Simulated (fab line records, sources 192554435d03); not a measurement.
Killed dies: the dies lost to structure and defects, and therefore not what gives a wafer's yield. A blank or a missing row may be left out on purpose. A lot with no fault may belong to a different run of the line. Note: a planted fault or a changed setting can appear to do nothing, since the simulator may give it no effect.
Struck lot and sound lot, side by side || flow n5_finfet || 37 steps out of a route of 1938
Sound: these wafers, L257.1, L257.3, L257.6. The struck wafers were L244.1, L244.2, L244.4. Last of all comes the cause.
For every step that has rows: the tool of each side, followed by ch and its chambers, followed by its first start. Under that, the readings that differ: sound wafers || struck wafers || difference of the means || sigmas: that difference in standard deviations of wafers without a fault.
alike: words and numbers the same on both sides, and readings whose means are apart by under 2 such deviations; not compared: readings that were withheld, readings missing a value for some wafer, numbers with overlapping values and no deviation given by the record, and bounds like >300 which may hide the same value.
Wherever a step has rows on one side only, a row that says differs or no value, or a row with sigmas, the two part there. Non-overlapping numbers with no deviation appear without sigmas and do not part them. Lack of a reading on every wafer of one side parts them only where that side has two or more wafers.

first, 9 steps without rows for these wafers: N5_BEOL_M4_ANNEAL_95 (time 240 s); N5_BEOL_M4_SPUTTER_96 (material Cu, target thk 4.5 nm, time 8.29 s); N5_BEOL_M4_ECD_50 (material Cu, target thk 300 nm); N5_BEOL_M4_ANNEAL_51 (time 90 s); N5_BEOL_M4_CMP_52 (polishes, stops on SiOC, t overpolish 6.8 s, target thk 40 nm); N5_BEOL_M4_PRE_CLEAN_60 (time 15 s); N5_BEOL_M4_CO_CAP_55 (material Co, precursor CCTBA/H2, target thk 2 nm, time 102.1 s); N5_BEOL_M4_PRE_CLEAN_56 (time 15 s); N5_BEOL_M4_DEP_57 (deposits SiCN from 3MS/NH3, target thk 8 nm, time 14 s).
N5_BEOL_M4_RC_MEAS_101:
  sound on prober-01 ch 0, day 12 04:16; struck on prober-02 ch 0, day 8 09:47
  alike: DIBL_N, DIBL_P, IOFF_N, IOFF_P, ION_N, ION_P, SS_N, SS_P, VT_N, VT_P
then, 24 steps without rows for these wafers: N5_BEOL_M5_ILD_DEP_00 (deposits SiCOH lowk from DEMS/porogen, target thk 140.64 nm, time 25.9 s); N5_BEOL_M5_CURE_79 (cures SiCOH lowk, time 240 s); N5_BEOL_M5_PECVD_70 (deposits SiO2 from TEOS/O2, target thk 16 nm, time 18 s); N5_BEOL_M5_HM_DEP_02 (deposits TiN, target thk 20 nm); N5_BEOL_M5_COAT_59 (time 60 s, resist thk 60 nm); N5_BEOL_M5_COAT_60 (time 60 s, resist thk 12 nm); N5_BEOL_M5_COAT_71 (time 60 s, resist thk 5 nm); N5_BEOL_M5_COAT_05 (resist thk 30 nm); N5_BEOL_M5_EBR_07; N5_BEOL_M5_SOFTBAKE_06 (time 60 s); N5_BEOL_M5_EXPOSE_08 (exposes mask M5, target cd 28 nm); N5_BEOL_M5_PEB_09 (peb time 60 s); N5_BEOL_M5_DEVELOP_10 (develop time 30 s); N5_BEOL_M5_DESCUM_16 (chemistry O2, time 7 s); N5_BEOL_M5_ETCH_72 (etches underlayer in N2/H2, target depth 6.5 nm, time 5.2 s); N5_BEOL_M5_ETCH_61 (etches SiARC in CF4, target depth 15.6 nm, time 26 s); N5_BEOL_M5_ETCH_62 (etches SOC in N2/H2, target depth 75 nm, overetch 15 nm, time 112.5 s); N5_BEOL_M5_STRIP_63 (strips in N2/H2); N5_BEOL_M5_STRIP_73 (strips in N2/H2); N5_BEOL_M5_STRIP_64 (strips in CF4); N5_BEOL_M5_HM_OPEN_17 (chemistry Cl2/BCl3, target TiN, target depth 20 nm, overetch 6 nm); N5_BEOL_M5_STRIP_19 (strips in O2); N5_BEOL_M5_COAT_65 (time 60 s, resist thk 60 nm); N5_BEOL_M5_COAT_66 (time 60 s, resist thk 12 nm).
-- a jump in the record: the struck wafers' starts before and after are 4 days apart (it breaks off in module BEOL_M5 and resumes in module MIM_BOT_ETCH, where the first step shown is number 1867 of the route) --
N5_MIM_BOT_ETCH_ETCH_03: etches the open film in Cl2/BCl3, target depth 12 nm.
  sound on rie_metal-03 ch 0, day 16 11:30; struck on rie_metal-02 ch 0,1, day 12 05:00
  no value came back on the struck wafers for any of 6 readings (bcl3_flow_sccm (sccm), bias_w (W) and others); on the sound wafers bcl3_flow_sccm (sccm) reads 80.24 80.00 79.99
  not compared: rf_hours_counter_h, model.coat_of_MIM_BOT_LITHO_COAT_02.thk_nm
N5_MIM_BOT_ETCH_ETCH_00: etches TiN in Cl2/BCl3, target depth 45.5 nm.
  sound on rie_metal-03 ch 0, day 16 11:35; struck on rie_metal-02 ch 0,1, day 12 05:05
{"reading": "throttle_valve_pct (%)", "sound": "21.47 21.45 21.44", "struck": "22.07 21.99 22.08", "difference": "+0.59", "sigmas": "+3"}
  alike: bcl3_flow_sccm, bias_w, chamber_pressure_mTorr, drypump_motor_current_A, oes_product_au
  not compared: rf_hours_counter_h, model.coat_of_MIM_BOT_LITHO_COAT_02.thk_nm
N5_PASSIVATION_PROBE_49:
  rows exist in the record for the struck wafers here (prober-01, day 12 15:19), but not for the sound ones

WHERE THEY PART
At N5_MIM_BOT_ETCH_ETCH_03 first; at N5_PASSIVATION_PROBE_49 last (within this record only).

WHY: what had been put in by the simulator
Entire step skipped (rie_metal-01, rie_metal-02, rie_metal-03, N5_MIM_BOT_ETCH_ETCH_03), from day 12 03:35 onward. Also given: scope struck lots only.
